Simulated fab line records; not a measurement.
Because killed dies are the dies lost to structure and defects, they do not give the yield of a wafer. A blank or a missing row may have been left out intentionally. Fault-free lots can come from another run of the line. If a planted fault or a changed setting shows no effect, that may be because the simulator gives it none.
Chamber matching || flow nand-harc || 3 sister chambers for NHARC_P_M2_DEP_33 on pecvd-01
The step deposits SiCN, target thk 30 nm. 6 wafers are shown with their chamber, then 7 later ones without.

## WAFERS PAIRED WITH THEIR CHAMBERS
{"wafer": "L075.1", "chamber": 1, "heater-power-w (W)": 526}
{"wafer": "L075.6", "chamber": 1, "heater-power-w (W)": 525}
{"wafer": "L079.1", "chamber": 0, "heater-power-w (W)": 460}
{"wafer": "L079.6", "chamber": 2, "heater-power-w (W)": 494}
{"wafer": "L086.1", "chamber": 2, "heater-power-w (W)": 577}
{"wafer": "L086.2", "chamber": 0, "heater-power-w (W)": 543}

## WAFERS MISSING THEIR CHAMBER
{"wafer": "L086.5", "heater-power-w (W)": 572}
{"wafer": "L095.1", "heater-power-w (W)": 581}
{"wafer": "L095.3", "heater-power-w (W)": 581}
{"wafer": "L095.6", "heater-power-w (W)": 586}
{"wafer": "L094.1", "heater-power-w (W)": 612}
{"wafer": "L094.2", "heater-power-w (W)": 484}
{"wafer": "L094.5", "heater-power-w (W)": 485}

## EACH ONE'S CHAMBER
{"wafer": "L086.5", "from the rows above": "can't be placed: 2 or 1 or 0", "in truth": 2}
{"wafer": "L095.1", "from the rows above": "can't be placed: 2 or 1 or 0", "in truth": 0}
{"wafer": "L095.3", "from the rows above": "can't be placed: 2 or 1 or 0", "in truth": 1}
{"wafer": "L095.6", "from the rows above": "can't be placed: 2 or 1 or 0", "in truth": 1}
{"wafer": "L094.1", "from the rows above": "can't be placed: 2 or 1 or 0", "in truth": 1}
{"wafer": "L094.2", "from the rows above": "can't be placed: 0 or 1 or 2", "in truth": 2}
{"wafer": "L094.5", "from the rows above": "can't be placed: 0 or 1 or 2", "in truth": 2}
Placed correctly: 0 of 7. Not placeable from these rows: 7 (in 7, the candidates include the true chamber). 0 placed wrongly.
How it was worked out, from the rows above alone: a wafer's distance from a chamber is the root of the sum, over the readings, of the square of ((its reading less the chamber's mean) divided by the reading's scatter). The wafer belongs to the nearest chamber; if the next one is less than 2 further off, it can't be placed. For every chamber, the mean is computed from those of its wafers that are shown. How the scatter is found: for the shown wafers, subtract from each reading the mean of its chamber, square and add these, divide the total by (wafers less chambers), then take the root.
